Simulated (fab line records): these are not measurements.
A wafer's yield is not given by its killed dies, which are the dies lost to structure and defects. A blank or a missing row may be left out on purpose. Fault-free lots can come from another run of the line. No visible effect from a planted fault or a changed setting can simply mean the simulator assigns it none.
Matching of chambers | flow n5Finfet | N5_BEOL_M10_CURE_71 on uvCure-02 has 3 sister chambers
The step cures SiCOH lowk, time 240 s. 3 wafers are shown with their chamber, then 9 later ones without.

WAFERS PAIRED WITH THEIR CHAMBERS
wafer  | chamber | wafer_temp_C_max
L083.6 | 2       | 386.3
L091.4 | 1       | 385.9
L092.6 | 0       | 386.8

WAFERS WITHOUT THEIR CHAMBER
wafer  | wafer_temp_C_max
L093.1 | 386.6
L093.5 | 386.8
L093.6 | 386.5
L094.2 | 386.8
L094.3 | 386.3
L094.5 | 387.3
L097.2 | 386.1
L097.3 | 386.7
L097.6 | 387.3

THE CHAMBER EACH PASSED THROUGH
wafer  | from the rows above          | in truth
L093.1 | can't be placed: 0 or 2 or 1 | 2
L093.5 | can't be placed: 0 or 2      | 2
L093.6 | can't be placed: 2 or 0 or 1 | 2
L094.2 | can't be placed: 0 or 2      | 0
L094.3 | can't be placed: 2 or 1 or 0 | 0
L094.5 | can't be placed: 0 or 2      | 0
L097.2 | can't be placed: 2 or 1 or 0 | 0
L097.3 | can't be placed: 0 or 2      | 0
L097.6 | can't be placed: 0 or 2      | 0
Correctly placed: 0 of 9. From these rows, 9 cannot be placed; in 9 the true chamber is one of the candidates. Placed wrongly: 0.
How it was worked out, from the rows above alone: a wafer's distance from a chamber is the root of the sum, over the readings, of the square of ((its reading less the chamber's mean) divided by the reading's scatter). If the next closest chamber is less than 2 further off than the closest, the wafer can't be placed; otherwise it belongs to the closest. Each chamber's mean is taken over the wafers shown for it. The scatter: root of mean squared gap, hidden wafer to nearest shown wafer, with one shown wafer a chamber.
